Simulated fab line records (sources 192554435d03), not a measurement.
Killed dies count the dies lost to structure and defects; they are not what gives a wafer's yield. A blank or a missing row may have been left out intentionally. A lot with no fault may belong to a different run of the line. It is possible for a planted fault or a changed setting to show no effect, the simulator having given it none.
A struck lot beside a sound one :: flow n5 finfet :: 35 out of 1938 route steps
Sound: wafers L371.1, L371.2, L371.6. The struck wafers were L383.4, L383.5, L383.6. The cause is given at the end.
Each step with rows lists, per side, the tool, then ch with its chambers, then its first start. Under that, the readings that differ: sound wafers :: struck wafers :: difference of the means :: sigmas: that difference in standard deviations of wafers without a fault.
alike: a reading whose means differ by less than 2 such deviations, as well as words and numbers matching on both sides. not compared: withheld readings; readings where some wafer has no value; bounds like >300 that might hide an equal value; numbers whose values overlap and for which the record gives no deviation.
The two part at a step that has a row with sigmas, a row that says differs or no value, or rows on one side only. When numbers do not overlap yet have no deviation, they are printed without sigmas and do not part them. A reading missing from all wafers of one side parts the sides only when that side holds two or more wafers.

first, 9 steps without rows for these wafers: N5_MOL_CONTACT_COAG_SOFTBAKE_35 (time 60 s); N5_MOL_CONTACT_COAG_EXPOSE_37 (exposes mask VD, defocus 0 nm); N5_MOL_CONTACT_COAG_PEB_38 (peb time 60 s); N5_MOL_CONTACT_COAG_DEVELOP_39 (develop time 30 s); N5_MOL_CONTACT_COAG_DESCUM_45 (chemistry O2, time 7 s); N5_MOL_CONTACT_COAG_ETCH_65 (etches underlayer in N2/H2, target depth 13 nm, time 10.4 s); N5_MOL_CONTACT_COAG_ETCH_66 (etches SiARC in CF4, target depth 13 nm, time 21.7 s); N5_MOL_CONTACT_COAG_ALD_133 (deposits SiO2, target thk 5 nm, pulse time 1 s, co reactant pulse time 1 s); N5_MOL_CONTACT_COAG_ETCHBACK_134 (etches SiO2 in CHF3, target depth 10 nm, time 6.7 s).
N5_MOL_CONTACT_COAG_ETCH_67: etches SOC in N2/H2, target depth 60 nm, overetch 21 nm, time 101.2 s.
  sound on rie diel-06 ch 0,2, day 5 09:10; struck on rie diel-05 ch 0,1,2, day 8 11:32
  alike: drypump motor current A, oes product au, rf vpp V, showerhead plenum p Torr, throttle valve pct
  not compared: rf hours counter h
then, 24 steps without rows for these wafers: N5_MOL_CONTACT_COAG_STRIP_68 (strips in N2/H2); N5_MOL_CONTACT_COAG_STRIP_69 (strips in N2/H2); N5_MOL_CONTACT_COAG_ETCHBACK_136 (etches SiO2 in CHF3, target depth 25 nm, time 16.7 s); N5_MOL_CONTACT_COAG_STRIP_120 (strips in CHF3); N5_MOL_CONTACT_COAG_VIA_ETCH_117 (etches SiO2 in C4F6/O2, target depth 40 nm, overetch 8 nm, time 26 s); N5_MOL_CONTACT_COAG_ETCH_124 (etches SiNx in CH3F/O2, stops on SiOC, target depth 6.5 nm); N5_MOL_CONTACT_COAG_ETCH_48 (etches SiOC in C4F6/O2, target depth 15 nm, overetch 4.5 nm, time 17 s); N5_MOL_CONTACT_COAG_STRIP_72 (strips in N2/H2); N5_MOL_CONTACT_COAG_STRIP_49 (strips in N2/H2, time 30 s); N5_MOL_CONTACT_COAG_PRECLEAN_138 (cleans in alkaline clean, time 60 s); N5_MOL_CONTACT_COAG_SRD_139 (time 30 s); N5_MOL_CONTACT_COAG_PRE_CLEAN_121; N5_MOL_CONTACT_COAG_CVD_140 (deposits W, target thk 66.5 nm, time 215 s); N5_MOL_CONTACT_COAG_PRECLEAN_127 (cleans in DIW, time 57.5 s); N5_MOL_CONTACT_COAG_SRD_128 (dry time 32 s); N5_MOL_CONTACT_COAG_CMP_52 (polishes, stops on SiO2, t overpolish 1.5 s, target thk 66.5 nm); N5_MOL_CONTACT_COAG_ANNEAL_112 (time 1800 s); N5_BEOL_M0_SAQP_PECVD_00 (deposits SiCN from 3MS/NH3, target thk 8 nm, time 14 s); N5_BEOL_M0_SAQP_ILD_DEP_01 (deposits SiOC from DEMS/O2, target thk 45.419 nm, time 8.7 s); N5_BEOL_M0_SAQP_HM_DEP_02 (deposits TiN, target thk 12 nm); N5_BEOL_M0_SAQP_PECVD_03 (deposits SiCN from 3MS/NH3, target thk 12 nm, time 21.1 s); N5_BEOL_M0_SAQP_PECVD_96 (deposits a-Si from SiH4/He, target thk 45 nm, time 45.2 s); N5_BEOL_M0_SAQP_PECVD_97 (deposits SiNx from SiH4/NH3/N2, target thk 23 nm, time 19.9 s); N5_BEOL_M0_SAQP_PECVD_04 (deposits a-Si from SiH4/He, target thk 60 nm, time 60.2 s).
-- the record jumps here: 7 days lie between the struck wafers' starts before and after (it left off in module BEOL_M0_SAQP and takes up again in module PASSIVATION, whose first step shown is number 1936 of the route) --
N5_PASSIVATION_PROBE_49:
  only the struck wafers here have rows in the record (prober-02, day 15 13:32); the sound ones have none

== WHERE THEY PART ==
N5_PASSIVATION_PROBE_49 only, going by this record.

WHY: what the simulator had put in
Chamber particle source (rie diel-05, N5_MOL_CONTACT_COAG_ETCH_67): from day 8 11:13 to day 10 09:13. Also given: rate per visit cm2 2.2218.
